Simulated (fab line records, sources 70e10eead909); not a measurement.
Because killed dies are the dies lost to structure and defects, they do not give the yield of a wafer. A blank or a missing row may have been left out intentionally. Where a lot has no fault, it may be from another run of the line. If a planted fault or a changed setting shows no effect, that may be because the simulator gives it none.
One fault through the eyes of 3 desks | flow nand harc | numbers are kept per desk, each desk with only its own; the story behind them comes last

## TOOL OWNER'S DESK, grinder-01
For each lot that ran on this tool, the mean over its sampled wafers that have a number, from the tool's own readings at NHARC_THIN_TSV_GRIND_00. Any lot whose mean is over 4 standard deviations away from the usual mean is out of limits and marked OUT; that distance is given in the brackets.
Columns: A = motor current A at NHARC_THIN_TSV_GRIND_00, usual 11.999 A
lot  | first seen here | A
L447 | day 18 23:01    | 11.985
L443 | day 19 00:12    | 12.006
L444 | day 19 02:38    | 11.988
L445 | day 19 04:03    | 12.003
L449 | day 20 08:20    | 11.999
L452 | day 21 05:15    | 12.017
This desk's verdict: no lot among the 6 shows anything out of limits.

## FROM THE METROLOGY DESK
What the gauges read, lot by lot, whatever tool the lot ran on: means of the sampled wafers that have a number. Any lot whose mean is over 4 standard deviations away from the usual mean is out of limits and marked OUT; that distance is given in the brackets.
Columns: A = thk nm at NHARC_A_BONDPAD_THK_MEAS_20, usual 169.8 nm; B = overlay x nm at NHARC_HYBRID_BOND_OVL_MEAS_05, usual 1 nm; C = overlay y nm at NHARC_HYBRID_BOND_OVL_MEAS_05, usual 3 nm; D = cd nm at NHARC_THIN_TSV_CD_MEAS_12, usual 999.4 nm; E = cd nm at NHARC_THIN_TSV_CD_MEAS_16, usual 999.2 nm
lot  | first seen here | A     | B   | C   | D      | E
L443 | day 18 10:26    | 170.5 | -16 | 10  | 1000.3 | 999.8
L447 | day 18 11:44    | 170.8 | 19  | 20  | 998.6  | 998.5
L444 | day 18 12:18    | 169.6 | -7  | -18 | 1001.2 | 1001.3
L445 | day 18 15:46    | 169.9 | -22 | 44  | 998.8  | 998.7
L449 | day 19 21:28    | 169.4 | -23 | 5   | 1000.4 | 999.8
L452 | day 20 19:07    | 169.6 | 34  | 27  | 998.8  | 998.7
This desk's verdict: no lot among the 6 shows anything out of limits.

## THE DEFECT DESK
Per lot, the means of the sampled wafers with a number show what the inspections along the route counted. Any lot whose mean is over 4 standard deviations away from the usual mean is out of limits and marked OUT; that distance is given in the brackets.
Columns: A = raw defect count at NHARC_A_BONDPAD_INSPECT_23, usual 444; B = raw defect count at NHARC_HYBRID_BOND_INSPECT_06, usual 32
lot  | first seen here | A   | B
L443 | day 18 10:38    | 369 | 22
L447 | day 18 11:56    | 386 | 32
L444 | day 18 12:32    | 347 | 13
L445 | day 18 15:58    | 501 | 29
L449 | day 19 21:41    | 495 | 29
L452 | day 20 19:19    | 336 | 44
This desk's verdict: no lot among the 6 shows anything out of limits.

## PUT TOGETHER
The tool owner's desk saw nothing out of limits.
From the metrology desk's view, nothing was out of limits.
Nothing the defect desk looked at was out of limits.

## WHAT THE SIMULATOR HAD PUT IN
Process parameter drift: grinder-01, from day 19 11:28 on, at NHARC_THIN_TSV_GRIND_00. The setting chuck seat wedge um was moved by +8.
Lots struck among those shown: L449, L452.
